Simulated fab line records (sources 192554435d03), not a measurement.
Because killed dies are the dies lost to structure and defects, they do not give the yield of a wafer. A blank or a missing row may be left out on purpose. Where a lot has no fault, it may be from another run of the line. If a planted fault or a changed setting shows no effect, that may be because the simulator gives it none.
A struck lot beside a sound one ; flow n5Finfet ; 35 out of 1938 route steps
Sound: the wafers L142.2, L142.5, L142.6. Wafers struck: L144.2, L144.6. The cause is given at the end.
Each step with rows lists, per side, the tool, then ch with its chambers, then its first start. Under that, the readings that differ: sound wafers ; struck wafers ; difference of the means ; sigmas: that difference in standard deviations of wafers without a fault.
alike: same words and numbers on both sides, and readings whose means sit less than 2 such deviations apart. not compared: any withheld reading, any reading some wafer has no value for, any bound like >300 that may hide the same value, and any number with overlapping values for which the record gives no deviation.
The two part at a step that has a row with sigmas, a row that says differs or no value, or rows on one side only. When numbers do not overlap yet have no deviation, they are printed without sigmas and do not part them. A reading that every wafer of one side lacks parts them only if that side has two wafers or more.

first, 8 steps without rows for these wafers: N5_BEOL_M10_SPUTTER_48 (material Cu, target thk 12 nm, time 2 s); N5_BEOL_M10_ECD_50 (material Cu, target thk 318 nm); N5_BEOL_M10_ANNEAL_51 (time 90 s); N5_BEOL_M10_CMP_52 (polishes, stops on SiCOH lowk, t overpolish 7 s, target thk 140 nm); N5_BEOL_M10_PRE_CLEAN_55 (time 15 s); N5_BEOL_M10_DEP_56 (deposits SiCN from 3MS/NH3, target thk 15 nm, time 26.5 s); N5_BEOL_M11_ILD_DEP_00 (deposits SiCOH lowk from DEMS/porogen, target thk 308.51 nm, time 58 s); N5_BEOL_M11_CURE_71 (cures SiCOH lowk, time 240 s).
N5_BEOL_M11_PECVD_70: deposits SiO2 from TEOS/O2, target thk 20 nm, time 22.7 s.
  sound on pecvd-01 ch 0,1, day 13 03:00; struck on pecvd-02 ch 0,1, day 13 20:27
reading;sound;struck;difference;sigmas
model.SiO2_of_BEOL_M11_PECVD_70.thkNm (nm);20.2 20.6 19.8;10.6 10.8;-9.5;
  alike: heaterPowerOuterW, heaterPowerW, showerheadPlenumPTorr, throttleValvePct
  not compared: sinceWetCleanH
then, 24 steps without rows for these wafers: N5_BEOL_M11_HM_DEP_02 (deposits TiN, target thk 20 nm); N5_BEOL_M11_COAT_59 (time 60 s, resist thk 100 nm); N5_BEOL_M11_COAT_60 (time 60 s, resist thk 30 nm); N5_BEOL_M11_COAT_05 (resist thk 90 nm); N5_BEOL_M11_EBR_07; N5_BEOL_M11_SOFTBAKE_06 (time 60 s); N5_BEOL_M11_EXPOSE_08 (exposes mask M11); N5_BEOL_M11_PEB_09 (peb time 60 s); N5_BEOL_M11_DEVELOP_10 (develop time 30 s); N5_BEOL_M11_DESCUM_16 (chemistry O2, time 7.9 s); N5_BEOL_M11_ETCH_61 (etches SiARC in CF4, target depth 39 nm, time 65 s); N5_BEOL_M11_ETCH_62 (etches SOC in N2/H2, target depth 110 nm, overetch 22 nm, time 165 s); N5_BEOL_M11_STRIP_68 (strips in N2/H2); N5_BEOL_M11_STRIP_67 (strips in CF4); N5_BEOL_M11_HM_OPEN_17 (chemistry Cl2/BCl3, target TiN, target depth 20 nm, overetch 6 nm); N5_BEOL_M11_STRIP_19 (strips in O2); N5_BEOL_M11_COAT_63 (time 60 s, resist thk 100 nm); N5_BEOL_M11_COAT_64 (time 60 s, resist thk 30 nm); N5_BEOL_M11_COAT_22 (resist thk 90 nm); N5_BEOL_M11_EBR_24; N5_BEOL_M11_SOFTBAKE_23 (time 60 s); N5_BEOL_M11_EXPOSE_25 (exposes mask V10); N5_BEOL_M11_PEB_26 (peb time 60 s); N5_BEOL_M11_DEVELOP_27 (develop time 30 s).
N5_BEOL_M11_HM_STRIP_39: strips TiN in peroxide tin strip, target depth 25 nm, time 158 s.
  sound on wetBench-04 ch 1,2,4, day 13 10:37; struck on wetBench-01 ch 1,2, day 13 22:49
reading;sound;struck;difference;sigmas
model.SiO2_of_BEOL_M11_PECVD_70.thkNm (nm);20 20.4 19.8;10.4 10.6;-9.6;
N5_BEOL_M11_CMP_52: polishes, stops on SiCOH lowk, t overpolish 7 s, target thk 140 nm.
  sound on cmp-04 ch 1,2, day 13 12:32; struck on cmp-04 ch 2,3, day 14 00:32
reading;sound;struck;difference;sigmas
barrierFieldEndpointS (s);28.5 29.6 27.8;17.5 17.2;-11.3;-11
  alike: edgeZonePressureFrac, motorCurrentA, retainingRingPressureFrac

== WHERE THEY PART ==
N5_BEOL_M11_CMP_52 only, going by this record.

WHY: what the simulator had put in
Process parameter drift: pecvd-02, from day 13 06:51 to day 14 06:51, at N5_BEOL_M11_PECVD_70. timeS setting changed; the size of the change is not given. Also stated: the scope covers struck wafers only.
